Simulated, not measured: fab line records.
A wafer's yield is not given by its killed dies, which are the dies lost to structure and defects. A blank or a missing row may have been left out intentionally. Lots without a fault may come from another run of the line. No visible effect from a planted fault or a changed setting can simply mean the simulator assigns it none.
Chamber matching | flow n5-finfet | N5_BEOL_M14_VIA_ETCH_16 on rie-diel-06 has 4 sister chambers
The step etches SiO2 in C4F8/O2/Ar, target depth 1231.3 nm. 18 wafers are shown with their chamber, then 9 later ones without.

EACH WAFER AND ITS CHAMBER
wafer  | chamber | showerhead-plenum-p-Torr (Torr) | drypump-motor-current-A (A) | rf-vpp-V (V)
L074.4 | 3       | 3.59                            | 5.1                         | 2267
L074.5 | 1       | 3.30                            | 6.7                         | 2224
L074.6 | 0       | 3.63                            | 5.3                         | 2246
L076.1 | 3       | 3.59                            | 5.1                         | 2267
L076.3 | 1       | 3.29                            | 6.6                         | 2222
L076.4 | 2       | 3.63                            | 5.4                         | 2242
L078.1 | 1       | 3.29                            | 6.7                         | 2222
L078.2 | 3       | 3.59                            | 5.1                         | 2268
L078.4 | 2       | 3.63                            | 5.5                         | 2242
L079.2 | 0       | 3.62                            | 5.3                         | 2247
L079.3 | 3       | 3.59                            | 5.2                         | 2265
L079.5 | 1       | 3.29                            | 6.6                         | 2222
L081.2 | 1       | 3.29                            | 6.6                         | 2222
L081.3 | 2       | 3.62                            | 5.4                         | 2241
L081.5 | 1       | 3.29                            | 6.7                         | 2222
L092.1 | 0       | 3.61                            | 5.3                         | 2244
L092.3 | 1       | 3.28                            | 6.7                         | 2221
L092.6 | 0       | 3.61                            | 5.3                         | 2244

SIGNATURES (averages over the wafers above)
reading                  | chamber 0 | chamber 1 | chamber 2 | chamber 3 | scatter within a chamber
showerhead-plenum-p-Torr | 3.6175    | 3.2900    | 3.6267    | 3.5900    | 0.00622
drypump-motor-current-A  | 5.300     | 6.657     | 5.433     | 5.125     | 0.0473
rf-vpp-V                 | 2245.25   | 2222.14   | 2241.67   | 2266.75   | 1.1
Rule: for each reading, subtract the chamber's mean from the wafer's reading, divide by that reading's scatter and square the result; add these up over the readings and take the root, which gives the wafer's distance from the chamber. The wafer belongs to the nearest chamber; if the next one is less than 2 further off, it can't be placed. The scatter: the root of (the sum of the squares of (reading less its chamber's mean) over the shown wafers, divided by (wafers less chambers)).

WAFERS WITH NO CHAMBER GIVEN
wafer  | showerhead-plenum-p-Torr (Torr) | drypump-motor-current-A (A) | rf-vpp-V (V)
L094.1 | 3.61                            | 5.5                         | 2241
L094.2 | 3.28                            | 6.6                         | 2219
L094.6 | 3.27                            | 6.7                         | 2220
L093.2 | 3.61                            | 5.4                         | 2241
L093.4 | 3.60                            | 5.3                         | 2244
L093.6 | 3.60                            | 5.3                         | 2245
L096.1 | 3.60                            | 5.3                         | 2245
L096.2 | 3.60                            | 5.4                         | 2238
L096.6 | 3.60                            | 5.3                         | 2244

WHICH CHAMBER EACH ONE RAN IN
wafer  | from the rows above     | in truth
L094.1 | 2                       | 2
L094.2 | 1                       | 1
L094.6 | 1                       | 1
L093.2 | can't be placed: 2 or 0 | 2
L093.4 | 0                       | 0
L093.6 | 0                       | 0
L096.1 | 0                       | 0
L096.2 | can't be placed: 2 or 0 | 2
L096.6 | 0                       | 0
Correct placement for 7 of the 9. From these rows, 2 cannot be placed; in 2 the true chamber is one of the candidates. Wrongly placed: 0.
